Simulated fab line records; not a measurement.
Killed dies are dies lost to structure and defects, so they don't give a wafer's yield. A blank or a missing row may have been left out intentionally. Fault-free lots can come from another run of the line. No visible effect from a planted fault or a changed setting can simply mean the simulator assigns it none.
2 desks looking at one fault | flow nand_harc | numbers are kept per desk, each desk with only its own; the story behind them comes last

## THE DEFECT DESK
Lot by lot, what the route's inspections counted, given as the mean of those sampled wafers with a number. The brackets show how far a lot's mean lies from the usual mean; more than 4 standard deviations puts the lot out of limits, marked OUT.
Columns: A = raw_defect_count at NHARC_A_CONTACT_INSPECT_71, usual 28
lot  | first seen here | A
L699 | day 16 14:52    | 22
L700 | day 17 02:06    | 20
L701 | day 17 07:34    | 520 (+38) OUT
L705 | day 17 08:12    | 28
L704 | day 17 12:17    | 472 (+34) OUT
L712 | day 19 15:20    | 30
L714 | day 20 14:08    | 27
L715 | day 20 19:43    | 60
L720 | day 21 03:23    | 19
L716 | day 21 09:09    | 51
L719 | day 21 11:51    | 41
L722 | day 22 11:50    | 23
This desk's finding: out of limits on L701, L704; first on L701, day 17 07:34 (raw_defect_count at NHARC_A_CONTACT_INSPECT_71). L699, L700, L705, L712, L714, L715, L720, L716, L719, L722: within limits.

## THE TOOL OWNER'S DESK: acl_dep-01
The tool's own readings at NHARC_A_CONTACT_DEP_57 (deposits aC, target thk 2800 nm): means of the sampled wafers that have a number, for each lot that ran on this tool. The brackets show how far a lot's mean lies from the usual mean; more than 4 standard deviations puts the lot out of limits, marked OUT.
Columns: A = susceptor_temp_C at NHARC_A_CONTACT_DEP_57, usual 400.00 C; B = throttle_valve_pct at NHARC_A_CONTACT_DEP_57, usual 35.000 %
lot  | first seen here | A      | B
L699 | day 16 12:22    | 400.01 | 35.001
L700 | day 16 23:59    | -      | 35.000
L701 | day 17 04:56    | 400.26 | 35.004
L704 | day 17 09:43    | -      | 34.989
L719 | day 21 09:21    | 399.84 | 35.000
This desk found nothing out of limits on any of the 5 lots.

## ALL TOGETHER
The defect desk could have raised an alarm at day 17 07:34, on L701, L704.
The tool owner's desk saw nothing out of limits.
Tool owner's desk: L701, L704 on record, inside its limits.
Of the lots named, all ran NHARC_A_CONTACT_DEP_57 on acl_dep-01.

## WHAT THE SIMULATOR PUT IN
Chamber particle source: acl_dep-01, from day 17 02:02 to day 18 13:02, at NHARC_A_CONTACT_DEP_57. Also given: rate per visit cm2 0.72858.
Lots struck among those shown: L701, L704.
Hours from the fault's start to each desk's first reading out of limits: the defect desk, 6.
